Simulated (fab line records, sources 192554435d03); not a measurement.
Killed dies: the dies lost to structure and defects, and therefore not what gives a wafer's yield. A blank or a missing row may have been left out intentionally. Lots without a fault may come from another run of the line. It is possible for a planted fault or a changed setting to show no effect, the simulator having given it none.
Lot-split experiment | flow n5 finfet | 39 wafers read from 7 lots, route of 1938 steps

== THE SPLIT ITSELF ==
At N5_ZERO_LAYER_PECVD_02 (deposits SiO2 from SiH4/N2O, target thk 10 nm, time 6 s), the setting target thk a was moved away from the recipe's 100 angstrom on 15 of the 39 wafers read, by -14.7% to +9.4%. This setting was run at the recipe's value on the other wafers.

The split's own step is where the reading is taken.

== THE READING ==
SiO2_of_ZERO_LAYER_PECVD_02.thk nm (the simulator's own value, which no gauge read), in nm, at N5_ZERO_LAYER_PECVD_02 (deposits SiO2 from SiH4/N2O, target thk 10 nm, time 6 s). The file does not state a usual value for it. Average 9.922 nm, standard deviation 0.18 nm, over the 24 wafers here run with the recipe.

wafer  | tool, chamber at the split | target thk a as run, angstrom | against the recipe | SiO2_of_ZERO_LAYER_PECVD_02.thk nm, nm | against lot-mates on the recipe
L076.1 | pecvd-04, 0                | 100                           | recipe             | 9.609                                  | -
L076.3 | pecvd-04, 1                | 100                           | recipe             | 9.827                                  | -
L076.5 | pecvd-04, 1                | 100                           | recipe             | 10.04                                  | -
L079.1 | pecvd-03, 0                | 87.85                         | -12.2%             | 8.706                                  | -1.517
L079.2 | pecvd-03, 1                | 87.85                         | -12.2%             | 8.817                                  | -1.406
L079.3 | pecvd-03, 1                | 100                           | recipe             | 10.22                                  | -
L079.4 | pecvd-03, 0                | 100                           | recipe             | 10.19                                  | -
L079.5 | pecvd-03, 1                | 87.85                         | -12.2%             | 8.861                                  | -1.362
L079.6 | pecvd-03, 0                | 100                           | recipe             | 10.26                                  | -
L081.1 | pecvd-02, 1                | 106.7                         | +6.7%              | 10.4                                   | +0.474
L081.2 | pecvd-02, 0                | 100                           | recipe             | 9.843                                  | -
L081.3 | pecvd-02, 2                | 106.7                         | +6.7%              | 10.53                                  | +0.604
L081.4 | pecvd-02, 1                | 100                           | recipe             | 9.904                                  | -
L081.5 | pecvd-02, 2                | 106.7                         | +6.7%              | 10.72                                  | +0.794
L081.6 | pecvd-02, 0                | 100                           | recipe             | 10.03                                  | -
L091.1 | pecvd-04, 0                | 100                           | recipe             | 9.783                                  | -
L091.2 | pecvd-04, 2                | 109.4                         | +9.4%              | 10.89                                  | +0.970
L091.3 | pecvd-04, 1                | 109.4                         | +9.4%              | 10.92                                  | +1.000
L091.4 | pecvd-04, 0                | 100                           | recipe             | 9.896                                  | -
L091.5 | pecvd-04, 2                | 100                           | recipe             | 10.08                                  | -
L091.6 | pecvd-04, 1                | 109.4                         | +9.4%              | 11                                     | +1.080
L092.1 | pecvd-02, 1                | 100                           | recipe             | 9.706                                  | -
L092.2 | pecvd-02, 0                | 85.3                          | -14.7%             | 8.576                                  | -1.296
L092.3 | pecvd-02, 2                | 85.3                          | -14.7%             | 8.236                                  | -1.636
L092.4 | pecvd-02, 1                | 100                           | recipe             | 9.75                                   | -
L092.5 | pecvd-02, 2                | 85.3                          | -14.7%             | 8.336                                  | -1.536
L092.6 | pecvd-02, 0                | 100                           | recipe             | 10.16                                  | -
L093.1 | pecvd-04, 1                | 100                           | recipe             | 9.906                                  | -
L093.2 | pecvd-04, 2                | 100                           | recipe             | 9.821                                  | -
L093.3 | pecvd-04, 0                | 100                           | recipe             | 9.69                                   | -
L093.4 | pecvd-04, 2                | 100                           | recipe             | 9.98                                   | -
L093.5 | pecvd-04, 0                | 100                           | recipe             | 9.874                                  | -
L093.6 | pecvd-04, 1                | 100                           | recipe             | 9.995                                  | -
L095.1 | pecvd-04, 2                | 95.58                         | -4.4%              | 9.457                                  | -0.399
L095.2 | pecvd-04, 1                | 95.58                         | -4.4%              | 9.321                                  | -0.535
L095.3 | pecvd-04, 0                | 100                           | recipe             | 9.603                                  | -
L095.4 | pecvd-04, 1                | 95.58                         | -4.4%              | 9.448                                  | -0.408
L095.5 | pecvd-04, 0                | 100                           | recipe             | 9.946                                  | -
L095.6 | pecvd-04, 2                | 100                           | recipe             | 10.02                                  | -

THE FIT
A straight line over all 39 wafers: SiO2_of_ZERO_LAYER_PECVD_02.thk nm changes by +0.101 nm for each +1% of target thk a; r = +0.97; the points scatter about the line by 0.16 nm.
The same after taking each lot's own level away (the mean of its wafers on the recipe; 39 wafers): +0.106 nm for each +1%; r = +0.98; scatter 0.14 nm.
The reading moves by 1.6 nm for the largest change in target thk a, on that fit.
The span of the lots' own levels, 9.8253 to 10.2233 nm, comes to 2.2 times the standard deviation stated above.
So the lot-to-lot level changes the slope little: the two slopes agree.
Check: with one of the wafers moved furthest among these (-14.7%) left out of the fit, the line predicts -1.62 nm for it against its lot-mates. Against them it came out at -1.3 nm.

== FILE'S OWN FIT ==
SiO2_of_ZERO_LAYER_PECVD_02.thk nm changes by +0.106 nm for each +1% of target thk a, r = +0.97.
